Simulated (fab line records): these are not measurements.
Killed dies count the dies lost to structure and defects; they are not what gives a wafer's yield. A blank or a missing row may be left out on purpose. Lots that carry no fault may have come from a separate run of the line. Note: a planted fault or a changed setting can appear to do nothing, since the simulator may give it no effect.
Which tool was responsible? / flow n5_finfet / 15 lots, 45 wafers sampled, at 2 steps of a route of 1938

== WHAT THE GAUGES SHOWED, per wafer ==
N5_HKMG_FIN_CD_MEAS_12 targets a cd of 92.8 nm. Usual: cd_nm at 92.5 nm, with a standard deviation of 0.91.
lot=L692; measured=day 4 11:59; on=cd_sem-01; cd_nm (nm)=93.1 94.0 93.3; flag=
lot=L695; measured=day 5 08:11; on=cd_sem-02; cd_nm (nm)=93.8 93.8 93.7; flag=
lot=L696; measured=day 5 09:25; on=cd_sem-02; cd_nm (nm)=93.2 92.9 91.5; flag=
lot=L698; measured=day 5 21:10; on=cd_sem-02; cd_nm (nm)=93.2 92.4 91.5; flag=
lot=L699; measured=day 6 04:10; on=cd_sem-01; cd_nm (nm)=92.7 92.4 92.0; flag=
lot=L702; measured=day 6 23:25; on=cd_sem-02; cd_nm (nm)=93.8 93.4 92.6; flag=
lot=L703; measured=day 7 07:02; on=cd_sem-03; cd_nm (nm)=92.2 92.5 92.2; flag=
lot=L704; measured=day 7 08:18; on=cd_sem-01; cd_nm (nm)=93.4 93.7 93.0; flag=
lot=L707; measured=day 8 02:33; on=cd_sem-02; cd_nm (nm)=92.8 93.2 93.8; flag=
lot=L708; measured=day 8 12:50; on=cd_sem-02; cd_nm (nm)=93.2 93.6 93.5; flag=
lot=L709; measured=day 8 19:29; on=cd_sem-03; cd_nm (nm)=92.1 92.5 90.8; flag=
lot=L710; measured=day 8 23:58; on=cd_sem-03; cd_nm (nm)=90.7 92.7 91.7; flag=
lot=L711; measured=day 9 04:14; on=cd_sem-03; cd_nm (nm)=90.7 91.6 90.4; flag=
lot=L712; measured=day 9 09:11; on=cd_sem-03; cd_nm (nm)=91.9 91.9 92.4; flag=
lot=L714; measured=day 10 00:53; on=cd_sem-01; cd_nm (nm)=91.6 93.6 91.7; flag=

N5_HKMG_FIN_INSPECT_14: inspects for defects (macro). Usual: raw_defect_count at 2.1, with a standard deviation of 1.4.
lot=L692; measured=day 4 12:02; on=defect_inspect-02; raw_defect_count=2 3 3; flag=
lot=L695; measured=day 5 08:14; on=defect_inspect-01; raw_defect_count=2 2 1; flag=
lot=L696; measured=day 5 09:28; on=defect_inspect-01; raw_defect_count=4 3 4; flag=
lot=L698; measured=day 5 21:14; on=defect_inspect-02; raw_defect_count=1 6 2; flag=
lot=L699; measured=day 6 04:13; on=defect_inspect-01; raw_defect_count=2 2 4; flag=
lot=L702; measured=day 6 23:28; on=defect_inspect-01; raw_defect_count=5 1 2; flag=
lot=L703; measured=day 7 07:05; on=defect_inspect-01; raw_defect_count=5 3 1; flag=
lot=L704; measured=day 7 08:22; on=defect_inspect-01; raw_defect_count=3 2 1; flag=
lot=L707; measured=day 8 02:36; on=defect_inspect-01; raw_defect_count=4 1 1; flag=
lot=L708; measured=day 8 12:53; on=defect_inspect-02; raw_defect_count=1 4 2; flag=
lot=L709; measured=day 8 19:32; on=defect_inspect-02; raw_defect_count=1 3 0; flag=
lot=L710; measured=day 9 00:01; on=defect_inspect-01; raw_defect_count=3 3 3; flag=
lot=L711; measured=day 9 04:17; on=defect_inspect-02; raw_defect_count=1 1 2; flag=
lot=L712; measured=day 9 09:14; on=defect_inspect-02; raw_defect_count=1 3 2; flag=
lot=L714; measured=day 10 00:56; on=defect_inspect-02; raw_defect_count=1 2 4; flag=

== EACH LOT AND THE TOOL THAT RAN IT (in order: tool; ch and the chambers of the sampled wafers; start) ==
Record: no process step prior to these readings.

== WHAT THE TOOLS THEMSELVES READ (means of the sampled wafers that have a number; where no wafer has one, the mark that the record gives instead) ==
The record holds no such reading with a usual standard deviation.

== THE ANSWER, worked out from the rows above alone ==
Rule: a lot counts as off when the mean over its wafers that have a number is more than 3 standard deviations away from the usual mean. A lot without any number at a reading at which 4 lots or more have one is off too. The other lots that the step has rows for count as sound. First the gauges in route order, then the tools' own readings, where a lot's mean is used as printed above. At the first step where some lot is off, the reading lying furthest off is the one used; lots without a number count as furthest.
Across all readings shown, no lot is off: no conclusion can be drawn from this.

== WHAT THE SIMULATOR PUT IN ==
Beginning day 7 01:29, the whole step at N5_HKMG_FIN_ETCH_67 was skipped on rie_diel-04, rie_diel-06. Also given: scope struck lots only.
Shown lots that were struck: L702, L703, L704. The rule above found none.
